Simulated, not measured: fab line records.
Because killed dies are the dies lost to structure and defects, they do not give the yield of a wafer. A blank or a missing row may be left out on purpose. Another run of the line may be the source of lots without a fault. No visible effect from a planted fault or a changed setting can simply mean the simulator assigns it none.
fab line records | flow nand-harc
record: lots: 13 | wafers: 37 | last-day: 22
route steps=1159 shown A_STAIRCASE@531 END@1159
lots that met no fault: from a run of the same line without faults
start-h: start of the lot's first displayed wafer, in hours after the record's first day | wait-h: hours from the lot's prior step to this one | " unchanged from the row above | L1.1+2: a single row standing in for several wafers | - either no value or no given start | * or withheld: withheld | < > ~ a bound
route shown NAME@n: NAME is a module with steps in the file, n the number in the route of the first one | usual: average and standard deviation across the fault-free wafers | same: alike in all rows | chamber/n: place in a boat | sites: the reading at each site | _std_site: standard deviation of those values | _edge_site: inner sites' mean taken away from outer sites' mean | radius-mm: how far each site lies from the wafer's centre | mask NAME#n: copy n | behind: the last tool/chamber to shape the wafer | hold: the reason the lot was held/the length of the hold in hours/how it ended | device: names the non-switching transistor (n, p or np) | end of line: tests of these same wafers at the route's end | a step given without rows: its recipe and nothing more | killed: dies lost to structure and defects at the first sort, not the wafer's yield | map: shows each die of a wafer: x if killed, . if not, _ if none is there
set.NAME: the run value of the setting; set.NAME@STEP: its run value at that earlier step | model.NAME: the simulator's own value behind a step, which no gauge read
steps of the route over a sample of lots; a table a step, a row a wafer
services: a tool's chamber out of use, with start hour (start-h, from the record's first day; less than 0 if before it), hours out, and reason
== steps ==
step: NHARC_A_STAIRCASE_ETCH_169
recipe: target-depth-a: 500 | time-s: 107.1 | ion-energy-ev: 120 | ch3f-flow-sccm: 50 | o2-flow-sccm: 30 | ar-flow-sccm: 200 | rf-w: 500 | bias-w: 100 | chemistry: CH3F/O2
usual: drypump-motor-current-A: 5.5/0.45 | oes-product-au: 0.947/0.022 | rf-vpp-V: 244.4/1.7 | showerhead-plenum-p-Torr: 2.46/0.11 | throttle-valve-pct: 20.663/0.0087
lot.wafer | tool        | chamber | start-h | wait-h | drypump-motor-current-A | oes-product-au | rf-hours-counter-h | rf-vpp-V | showerhead-plenum-p-Torr | throttle-valve-pct
L747.1    | rie-diel-11 | 3       | 243.24  | 0.1    | 5.5                     | 0.954          | 8                  | 245.0    | 2.53                     | 20.655
L747.4    | "           | 0       | "       | "      | 6.5                     | 0.970          | 15                 | 247.4    | 2.65                     | 20.661
L747.6    | "           | 2       | "       | "      | 5.9                     | 0.949          | -                  | 245.9    | 2.66                     | 20.655
L749.3    | rie-diel-10 | 0       | 243.42  | 0.1    | 5.3                     | 0.973          | 20                 | 243.4    | 2.47                     | 20.671
L749.1    | "           | 1       | "       | "      | 5.1                     | 0.978          | 21                 | 243.0    | 2.54                     | 20.654
L749.5    | "           | 3       | "       | "      | 6.2                     | 0.957          | -                  | 242.4    | 2.30                     | 20.664
L748.1    | rie-diel-10 | 2       | 243.56  | 0.1    | 5.3                     | 0.946          | 21                 | 243.9    | 2.41                     | 20.652
L748.2    | "           | 3       | "       | "      | 6.2                     | 0.950          | 21                 | 242.8    | 2.30                     | 20.665
L748.4    | "           | 0       | "       | "      | 5.3                     | 0.974          | 20                 | 244.8    | 2.47                     | 20.668
L751.4    | rie-diel-10 | 2       | 249.61  | 0.1    | 5.3                     | 0.926          | 23                 | 245.0    | 2.41                     | 20.660
L751.2    | "           | 3       | "       | "      | 6.2                     | 0.928          | 24                 | 241.3    | 2.30                     | 20.664
L751.5    | "           | 1       | "       | "      | 5.1                     | 0.947          | -                  | 244.6    | 2.54                     | 20.665
L750.3    | rie-diel-10 | 2       | 259.53  | 2.1    | 5.3                     | 0.918          | 28                 | 244.2    | 2.41                     | 20.660
L750.6    | "           | 1       | "       | "      | 5.1                     | 0.915          | -                  | 246.2    | 2.53                     | 20.661
L750.5    | "           | 2       | "       | "      | 5.3                     | 0.926          | -                  | 244.6    | 2.41                     | 20.661
L753.3    | rie-diel-10 | 3       | 270.50  | 0.1    | 6.2                     | 0.944          | 33                 | 241.1    | 2.30                     | 20.670
L753.1    | "           | 2       | "       | "      | 5.3                     | 0.952          | 31                 | 244.6    | 2.41                     | 20.656
L753.5    | "           | 0       | "       | "      | 5.3                     | 0.961          | -                  | 243.9    | 2.47                     | 20.656
L756.2    | rie-diel-09 | 0       | 287.90  | 0.1    | 5.5                     | 0.926          | 9                  | 244.9    | 2.41                     | 20.666
L756.4    | "           | 1       | "       | "      | 4.8                     | 0.922          | 7                  | 245.4    | 2.56                     | 20.667
L756.6    | "           | 0       | "       | "      | 5.4                     | 0.935          | -                  | 242.7    | 2.41                     | 20.689
L760.1    | rie-diel-09 | 2       | 313.16  | 0.1    | 5.5                     | 0.967          | 16                 | 244.7    | 2.46                     | 20.664
L760.2    | "           | 3       | "       | "      | 5.7                     | 0.960          | 17                 | 242.0    | 2.31                     | 20.680
L760.4    | "           | 0       | "       | "      | 5.4                     | 0.939          | 17                 | 244.6    | 2.41                     | 20.665
L759.2    | rie-diel-11 | 0       | 316.67  | 0.1    | 6.5                     | 0.926          | 46                 | 246.6    | 2.64                     | 20.667
L759.4    | "           | 1       | "       | "      | 5.9                     | 0.943          | 41                 | 242.1    | 2.33                     | 20.662
L759.6    | "           | 2       | "       | "      | 5.9                     | 0.951          | -                  | 246.8    | 2.65                     | 20.663
L761.1    | rie-diel-09 | 2       | 325.58  | 0.1    | 5.5                     | 0.961          | 21                 | 244.1    | 2.45                     | 20.636
L761.5    | "           | 1       | "       | "      | 4.7                     | 0.933          | -                  | 245.4    | 2.55                     | 20.661
L761.6    | "           | 2       | "       | "      | 5.6                     | 0.961          | -                  | 246.2    | 2.45                     | 20.666
L762.1    | rie-diel-10 | 0       | 325.91  | 0.2    | 5.3                     | 0.921          | 52                 | 245.0    | 2.46                     | 20.657
L762.4    | "           | 0       | "       | "      | 5.3                     | 0.931          | -                  | 244.0    | 2.46                     | 20.654
L762.5    | "           | 2       | "       | "      | 5.3                     | 0.919          | -                  | 243.8    | 2.40                     | 20.664
L763.4    | rie-diel-09 | 0       | 330.74  | 0.1    | 5.5                     | 0.973          | 25                 | 243.1    | 2.40                     | 20.665
L763.6    | "           | 1       | "       | "      | 4.7                     | 0.957          | -                  | 245.5    | 2.55                     | 20.670
L764.1    | rie-diel-10 | 1       | 331.00  | 0.1    | 5.1                     | 0.987          | 51                 | 245.7    | 2.53                     | 20.661
L764.2    | "           | 2       | "       | "      | 5.3                     | 0.993          | 53                 | 243.2    | 2.40                     | 20.659
step: NHARC_A_STAIRCASE_STRIP_171
recipe: power-w: 1500 | temp-c: 250 | chemistry: O2
usual: drypump-motor-current-A: 5.6/0.43 | heater-power-w: 306/42
lot.wafer | tool            | chamber | start-h | wait-h | drypump-motor-current-A | heater-power-w | rf-hours-counter-h
L747.1    | plasma-asher-01 | 0       | 243.50  | -      | 5.1                     | 259            | 44
L747.4    | "               | 1       | "       | "      | 6.2                     | 375            | -
L747.6    | "               | 1       | "       | "      | 6.1                     | 372            | -
L749.1    | plasma-asher-01 | 0       | 243.74  | -      | 5.1                     | 256            | 45
L749.3    | "               | 1       | "       | "      | 6.2                     | 369            | -
L749.5    | "               | 1       | "       | "      | 6.2                     | 366            | -
L748.1    | plasma-asher-01 | 0       | 244.01  | -      | 5.1                     | 266            | 45
L748.2    | "               | 1       | "       | "      | 6.1                     | 370            | 45
L748.4    | "               | 0       | "       | "      | 5.1                     | 263            | -
L751.2    | plasma-asher-01 | 1       | 249.90  | -      | 6.1                     | 369            | 47
L751.4    | "               | 1       | "       | "      | 6.1                     | 381            | -
L751.5    | "               | 1       | "       | "      | 6.1                     | 374            | -
L750.3    | plasma-asher-02 | 0       | 260.16  | -      | 5.3                     | 295            | -
L750.5    | "               | 0       | "       | "      | 5.2                     | 294            | -
L750.6    | "               | 1       | "       | "      | 5.8                     | 302            | -
L753.1    | plasma-asher-02 | 0       | 270.81  | -      | 5.3                     | 285            | 26
L753.3    | "               | 1       | "       | "      | 5.8                     | 312            | -
L753.5    | "               | 0       | "       | "      | 5.3                     | 295            | -
L756.2    | plasma-asher-01 | 1       | 288.15  | -      | 6.2                     | 363            | 1
L756.4    | "               | 1       | "       | "      | 6.2                     | 362            | -
L756.6    | "               | 1       | "       | "      | 6.1                     | 364            | -
L760.1    | plasma-asher-01 | 0       | 313.41  | -      | 5.1                     | 247            | 7
L760.2    | "               | 1       | "       | "      | 6.1                     | 358            | 7
L760.4    | "               | 1       | "       | "      | 6.2                     | 362            | -
L759.2    | plasma-asher-02 | 1       | 316.88  | -      | 5.8                     | 308            | 41
L759.4    | "               | 0       | "       | "      | 5.3                     | 286            | -
L759.6    | "               | 1       | "       | "      | 5.9                     | 311            | -
L761.1    | plasma-asher-02 | 0       | 325.84  | -      | 5.2                     | 294            | 45
L761.6    | "               | 0       | "       | "      | 5.3                     | 294            | -
L761.5    | "               | 1       | "       | "      | 5.8                     | 305            | -
L762.1    | plasma-asher-01 | 0       | 326.18  | -      | 5.1                     | 246            | 13
L762.4    | "               | 0       | "       | "      | 5.1                     | 254            | -
L762.5    | "               | 1       | "       | "      | 6.1                     | 366            | -
L763.4    | plasma-asher-01 | 0       | 331.04  | -      | 5.1                     | 247            | -
L763.6    | "               | 0       | "       | "      | 5.1                     | 252            | -
L764.2    | plasma-asher-02 | 1       | 331.22  | -      | 5.8                     | 304            | 47
L764.1    | "               | 0       | "       | "      | 5.2                     | 287            | 47
step: NHARC_A_STAIRCASE_ETCH_13
recipe: target-depth-a: 1000 | time-s: 40.5 | ion-energy-ev: 400 | c4f8-flow-sccm: 20 | o2-flow-sccm: 10 | ar-flow-sccm: withheld | rf-w: 600 | bias-w: 1000 | chemistry: C4F8/O2
usual: oes-product-au: 0.937/0.015 | rf-vpp-V: 896/5.9
lot.wafer | tool        | chamber | start-h | wait-h | oes-product-au | rf-hours-counter-h | rf-vpp-V
L747.4    | rie-diel-10 | 2       | -       | -      | 0.935          | 21                 | 894
L747.1    | "           | 3       | "       | "      | 0.932          | 21                 | 889
L747.6    | "           | 1       | "       | "      | 0.943          | -                  | 899
L749.1    | rie-diel-11 | 1       | -       | -      | 0.953          | 17                 | 890
L749.3    | "           | 2       | "       | "      | 0.930          | 11                 | 906
L749.5    | "           | 3       | "       | "      | 0.926          | -                  | 899
L748.4    | rie-diel-11 | 1       | -       | -      | 0.928          | 19                 | 890
L748.2    | "           | 2       | "       | "      | 0.921          | 13                 | 906
L748.1    | "           | 3       | "       | "      | 0.922          | 11                 | 901
L751.4    | rie-diel-09 | 0       | -       | -      | 0.913          | 56                 | 893
L751.2    | "           | 2       | "       | "      | 0.925          | 63                 | 896
L751.5    | "           | 3       | "       | "      | 0.927          | -                  | 889
L750.3    | rie-diel-11 | 3       | -       | -      | 0.925          | 18                 | 900
L750.6    | "           | 0       | "       | "      | 0.914          | -                  | 905
L750.5    | "           | 1       | "       | "      | 0.940          | -                  | 891
L753.3    | rie-diel-09 | 3       | -       | -      | 0.971          | 3                  | 889
L753.1    | "           | 0       | "       | "      | 0.963          | 3                  | 891
L753.5    | "           | 2       | "       | "      | 0.976          | -                  | 897
L756.4    | rie-diel-11 | 1       | -       | -      | 0.926          | 34                 | 888
L756.2    | "           | 3       | "       | "      | 0.951          | 28                 | 900
L756.6    | "           | 1       | "       | "      | 0.937          | -                  | 889
L760.1    | rie-diel-10 | 2       | -       | -      | 0.920          | 44                 | 892
L760.2    | "           | 3       | "       | "      | 0.922          | 46                 | 887
L760.4    | "           | 1       | "       | "      | 0.931          | 46                 | 900
L759.4    | rie-diel-09 | 0       | -       | -      | 0.938          | 20                 | 894
L759.2    | "           | 1       | "       | "      | 0.933          | 18                 | 901
L759.6    | "           | 0       | "       | "      | 0.937          | -                  | 893
L761.1    | rie-diel-11 | 0       | -       | -      | 0.925          | 51                 | 907
L761.5    | "           | 3       | "       | "      | 0.945          | -                  | 899
L761.6    | "           | 0       | "       | "      | 0.916          | -                  | 906
L762.4    | rie-diel-09 | 2       | -       | -      | 0.967          | 22                 | 896
L762.1    | "           | 3       | "       | "      | 0.964          | 25                 | 890
L762.5    | "           | 3       | "       | "      | 0.953          | -                  | 889
L763.4    | rie-diel-09 | 3       | -       | -      | 0.939          | 26                 | 888
L763.6    | "           | 0       | "       | "      | 0.915          | -                  | 894
L764.2    | rie-diel-09 | 1       | -       | -      | 0.936          | 23                 | 901
L764.1    | "           | 2       | "       | "      | 0.955          | 24                 | 894
step: NHARC_A_STAIRCASE_ETCH_19
recipe: target-depth-a: 1000 | time-s: 40.5 | ion-energy-ev: 400 | c4f8-flow-sccm: 20 | o2-flow-sccm: 10 | ar-flow-sccm: withheld | rf-w: 600 | bias-w: 1000 | chemistry: C4F8/O2
usual: oes-product-au: 0.942/0.011 | rf-vpp-V: 897/5.8
lot.wafer | tool        | chamber | start-h | wait-h | oes-product-au | rf-hours-counter-h | rf-vpp-V
L747.4    | rie-diel-10 | 3       | 247.37  | -      | 0.945          | 23                 | 888
L747.1    | "           | 2       | "       | "      | 0.942          | 22                 | 894
L747.6    | "           | 0       | "       | "      | 0.951          | -                  | 895
L749.3    | rie-diel-11 | 1       | 248.71  | -      | 0.949          | 19                 | 890
L749.1    | "           | 3       | "       | "      | 0.935          | 11                 | 900
L749.5    | "           | 2       | "       | "      | 0.929          | -                  | 904
L748.2    | rie-diel-11 | 1       | 249.20  | -      | 0.941          | 19                 | 891
L748.4    | "           | 2       | "       | "      | 0.932          | 13                 | 907
L748.1    | "           | 3       | "       | "      | 0.940          | 12                 | 901
L751.4    | rie-diel-09 | 2       | 252.53  | -      | 0.952          | 64                 | 897
L751.2    | "           | 0       | "       | "      | 0.918          | 57                 | 895
L751.5    | "           | 2       | "       | "      | 0.943          | -                  | 896
L750.3    | rie-diel-11 | 0       | 262.82  | -      | 0.927          | 26                 | 905
L750.6    | "           | 3       | "       | "      | 0.933          | -                  | 901
L750.5    | "           | 0       | "       | "      | 0.920          | -                  | 907
L753.1    | rie-diel-09 | 0       | 273.21  | -      | 0.951          | 3                  | 894
L753.3    | "           | 2       | "       | "      | 0.954          | 3                  | 897
L753.5    | "           | 1       | "       | "      | 0.937          | -                  | 900
L756.4    | rie-diel-11 | 2       | 290.58  | -      | 0.940          | 28                 | 905
L756.2    | "           | 0       | "       | "      | 0.932          | 36                 | 905
L756.6    | "           | 3       | "       | "      | 0.951          | -                  | 899
L760.2    | rie-diel-10 | 2       | 317.87  | -      | 0.957          | 47                 | 893
L760.4    | "           | 0       | "       | "      | 0.950          | 48                 | 897
L760.1    | "           | 1       | "       | "      | 0.955          | 48                 | 899
L759.2    | rie-diel-09 | 1       | 319.50  | -      | 0.942          | 19                 | 900
L759.4    | "           | 2       | "       | "      | 0.957          | 18                 | 895
L759.6    | "           | 2       | "       | "      | 0.954          | -                  | 896
L761.1    | rie-diel-11 | 3       | 328.49  | -      | 0.952          | 42                 | 900
L761.6    | "           | 3       | "       | "      | 0.947          | -                  | 900
L761.5    | "           | 0       | "       | "      | 0.935          | -                  | 906
L762.4    | rie-diel-09 | 1       | 328.65  | -      | 0.926          | 22                 | 900
L762.1    | "           | 3       | "       | "      | 0.952          | 25                 | 888
L762.5    | "           | 1       | "       | "      | 0.936          | -                  | 902
L763.4    | rie-diel-09 | 2       | 333.47  | -      | 0.950          | 24                 | 895
L763.6    | "           | 2       | "       | "      | 1.130          | -                  | 895
L764.2    | rie-diel-09 | 1       | 333.65  | -      | 0.929          | 24                 | 901
L764.1    | "           | 3       | "       | "      | 1.144          | 27                 | 886
step: NHARC_END_SORT_01
recipe: temp-c: 25
usual: killed-at-array: 29/11 | killed-at-other: 0.7/1.1 | killed-at-periphery: 2.9/2.2 | killed-dies: 33/11 | killed-open: 3.1/1.8 | killed-short: 1.9/1.4
same: gross-dies: 677
lot.wafer | tool      | chamber | start-h | wait-h | killed-at-array | killed-at-other | killed-at-periphery | killed-dies | killed-open | killed-short
L761.1    | prober-02 | 0       | 517.37  | 2.5    | 15              | 0               | 1                   | 16          | 1           | 0
L761.5    | prober-02 | 0       | 520.50  | 3.6    | 12              | 4               | 4                   | 20          | 3           | 1
L761.6    | prober-02 | 0       | 521.28  | 3.9    | 15              | 0               | 2                   | 17          | 1           | 0
L764.1    | prober-02 | 0       | 534.15  | 2.5    | 671             | 2               | 3                   | 676         | 1           | 5
L764.2    | prober-02 | 0       | 534.96  | 2.8    | 25              | 1               | 2                   | 28          | 3           | 1
L763.4    | prober-01 | 0       | 536.53  | 3.4    | 46              | 0               | 0                   | 46          | 1           | 1
L763.6    | prober-01 | 0       | 538.12  | 4.0    | 673             | 0               | 3                   | 676         | 4           | 2
killed by level:class
L761.1 A_STAIRCASE:chamber-film-flake=6 A_CHANNEL_HOLE_D1:chamber-film-flake=3 A_CHANNEL_FILL_D1:chamber-film-flake=3 A_ONON_D1:geometric-particle:open=1 P_STI:chamber-film-flake=1 A_WL_FILL:chamber-film-flake=1 A_CONTACT:chamber-film-flake=1
L761.5 A_CHANNEL_HOLE_D1:chamber-film-flake=7 A_STAIRCASE:chamber-film-flake=3 P_STI:chamber-film-flake=2 THIN_TSV:chamber-film-flake=2 P_CONTACT:geometric-particle:open=1 P_M0:geometric-particle:open=1 A_ONON_D1:geometric-particle:open=1 STARTING-WAFER:geometric-particle:short=1
L761.6 A_STAIRCASE:chamber-film-flake=9 A_CHANNEL_HOLE_D1:chamber-film-flake=3 A_CONTACT:geometric-particle:open=1 P_ZERO_WELL:chamber-film-flake=1 P_STI:chamber-film-flake=1 A_CHANNEL_FILL_D1:chamber-film-flake=1 A_SLIT:chamber-film-flake=1
L764.1 A_STAIRCASE:area-etch=651 A_STAIRCASE:chamber-film-flake=6 A_CHANNEL_HOLE_D1:chamber-film-flake=5 P_STI:chamber-film-flake=3 A_ONON_D1:geometric-particle:short=2 A_CONTACT:chamber-film-flake=2 A_SLIT:chamber-film-flake=2 A_ONON_D1:geometric-particle:open=1
L764.2 A_CHANNEL_HOLE_D1:chamber-film-flake=9 A_STAIRCASE:chamber-film-flake=4 A_SLIT:chamber-film-flake=4 A_CONTACT:chamber-film-flake=4 P_STI:chamber-film-flake=2 A_SOURCE_PLATE:geometric-particle:open=1 A_ONON_D1:geometric-particle:open=1 A_BLC:geometric-particle:open=1
L763.4 A_CHANNEL_HOLE_D1:chamber-film-flake=17 A_SLIT:chamber-film-flake=16 A_STAIRCASE:chamber-film-flake=5 A_CONTACT:chamber-film-flake=4 A_ZERO_WELL:chamber-film-flake=2 A_ONON_D1:geometric-particle:short=1 A_CONTACT:geometric-particle:open=1
L763.6 A_STAIRCASE:area-etch=622 A_SLIT:chamber-film-flake=18 A_CHANNEL_HOLE_D1:chamber-film-flake=18 A_STAIRCASE:chamber-film-flake=5 A_ZERO_WELL:chamber-film-flake=3 A_CONTACT:geometric-particle:open=2 A_CONTACT:chamber-film-flake=2 P_GATE:geometric-particle:open=1
== services ==
tool            | chamber | start-h | hours | kind
rie-diel-10     | 0       | 219.55  | 4.4   | repair
rie-diel-11     | 3       | 222.43  | 15.8  | repair
rie-diel-09     | 0       | 234.33  | -     | clean
rie-diel-09     | 1       | 234.33  | -     | clean
rie-diel-09     | 2       | 234.33  | -     | clean
rie-diel-09     | 3       | 234.33  | -     | clean
rie-diel-09     | -       | 254.16  | 9.0   | pm
rie-diel-09     | 0       | 254.16  | 9.0   | vent-cycle
rie-diel-09     | 1       | 254.16  | 9.0   | vent-cycle
rie-diel-09     | 2       | 254.16  | 9.0   | vent-cycle
rie-diel-09     | 3       | 254.16  | 9.0   | vent-cycle
rie-diel-10     | 2       | 262.69  | 2.8   | repair
rie-diel-09     | 0       | 263.16  | -     | clean
rie-diel-09     | 1       | 263.16  | -     | clean
rie-diel-09     | 2       | 263.16  | -     | clean
rie-diel-09     | 3       | 263.16  | -     | clean
plasma-asher-01 | -       | 276.00  | 9.0   | pm
plasma-asher-02 | -       | 286.69  | 1.3   | repair
rie-diel-09     | 0       | 287.67  | -     | clean
rie-diel-09     | 1       | 287.67  | -     | clean
rie-diel-09     | 2       | 287.67  | -     | clean
rie-diel-11     | 1       | 303.45  | 4.2   | repair
rie-diel-10     | 1       | 321.61  | 9.0   | repair
rie-diel-10     | 2       | 332.57  | 1.5   | repair
== key ==
first-sign: step: NHARC_A_STAIRCASE_ETCH_19 | reading: oes-product-au | direction: up | sigmas: 17 | usual: 0.942 | struck: 1.137
effect: step: NHARC_END_SORT_01 | reading: killed-dies | direction: up | sigmas: 58 | usual: 33 | struck: 676
more-kills-born-at: NHARC_A_STAIRCASE_ETCH_19@rie-diel-09: 1273
met-at NHARC_A_STAIRCASE_ETCH_19
struck-lots L763,L764
struck-wafers L763.6,L764.1
later-rows-left-out L763.6,L764.1
tester-left-out L763,L764
not-acting-at NHARC_A_STAIRCASE_ETCH_169,NHARC_A_STAIRCASE_STRIP_171,NHARC_A_STAIRCASE_ETCH_13
onset-between 328.65 333.47
fault: kind: process-parameter-drift | tool: rie-diel-09 | chamber: - | onset-h: 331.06 | steps: NHARC_A_STAIRCASE_ETCH_19 | channel: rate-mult | offset: 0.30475 | shape: step | end-h: 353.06 | scope: struck-wafers-only
tester-left-out: of these lots the tester's yield and bins aren't shown, on N5 and GAA mostly nor the transistor test; their killed dies are dies lost to structure and defects alone, not to doping, threshold or leakage, so they don't give the yield
later-rows-left-out: the simulator's readings of these wafers behind a module that went badly wrong aren't trusted and aren't shown, but for the sort
